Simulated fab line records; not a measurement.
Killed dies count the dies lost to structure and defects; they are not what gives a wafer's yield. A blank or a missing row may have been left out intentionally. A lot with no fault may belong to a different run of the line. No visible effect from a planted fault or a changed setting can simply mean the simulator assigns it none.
Chamber matching -- flow n5 finfet -- rie diel-04 running N5_BEOL_M5_ETCH_67: 4 sister chambers
The step etches SiARC in CF4, target depth 15.6 nm, time 26 s. 4 wafers are shown with their chamber, then 10 later ones without.

== EACH WAFER AND ITS CHAMBER ==
wafer,chamber,showerhead plenum p Torr (Torr)
L081.5,0,2.10
L084.5,2,2.18
L086.3,3,2.25
L086.4,1,2.22

== WAFERS WITHOUT THEIR CHAMBER ==
wafer,showerhead plenum p Torr (Torr)
L086.5,2.18
L088.2,2.25
L088.3,2.10
L088.6,2.21
L092.3,2.18
L092.5,2.21
L092.6,2.10
L095.2,2.17
L095.4,2.09
L095.6,2.09

== WHICH CHAMBER EACH ONE RAN IN ==
wafer,from the rows above,in truth
L086.5,2,2
L088.2,3,3
L088.3,0,0
L088.6,1,1
L092.3,2,2
L092.5,1,1
L092.6,0,0
L095.2,2,2
L095.4,0,0
L095.6,0,0
10 of 10 placed correctly. Number that these rows cannot place: 0. 0 placed wrongly.
How it was worked out, from the rows above alone: a wafer's distance from a chamber is the root of the sum, over the readings, of the square of ((its reading less the chamber's mean) divided by the reading's scatter). The wafer belongs to the nearest chamber; if the next one is less than 2 further off, it can't be placed. Each chamber's mean is taken over the wafers shown for it. The scatter (one wafer shown for each chamber): square how far every hidden wafer sits from the nearest shown wafer, average those squares and take the square root.
